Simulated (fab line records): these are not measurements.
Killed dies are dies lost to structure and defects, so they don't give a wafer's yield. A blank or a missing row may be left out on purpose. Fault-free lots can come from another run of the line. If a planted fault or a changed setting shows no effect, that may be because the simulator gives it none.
Matching of chambers    flow n5Finfet    rieDiel-05 running N5_BEOL_M15_ETCH_57: 4 sister chambers
The step etches SOC in N2/H2, time 750 s. 4 wafers are shown with their chamber, then 12 later ones without.

== WAFERS, EACH WITH ITS CHAMBER ==
wafer   chamber  drypumpMotorCurrentA (A)
L081.4  2        4.8
L090.4  3        6.1
L088.1  0        5.6
L088.5  1        6.5

== WAFERS WITH NO CHAMBER GIVEN ==
wafer   drypumpMotorCurrentA (A)
L092.2  6.1
L092.5  5.6
L092.6  6.1
L095.2  6.5
L095.3  5.6
L095.5  5.6
L094.1  4.9
L094.5  6.5
L094.6  5.6
L096.1  4.8
L096.3  6.1
L096.5  6.5

== CHAMBER TAKEN BY EACH ==
wafer   from the rows above  in truth
L092.2  3                    3
L092.5  0                    0
L092.6  3                    3
L095.2  1                    1
L095.3  0                    0
L095.5  0                    0
L094.1  2                    2
L094.5  1                    1
L094.6  0                    0
L096.1  2                    2
L096.3  3                    3
L096.5  1                    1
Correctly placed: 12 of 12. Left unplaced by these rows: 0. Number placed wrongly: 0.
How it was worked out, from the rows above alone: a wafer's distance from a chamber is the root of the sum, over the readings, of the square of ((its reading less the chamber's mean) divided by the reading's scatter). The wafer belongs to the nearest chamber; if the next one is less than 2 further off, it can't be placed. Each chamber's mean is taken over the wafers shown for it. The scatter: root of mean squared gap, hidden wafer to nearest shown wafer, with one shown wafer a chamber.
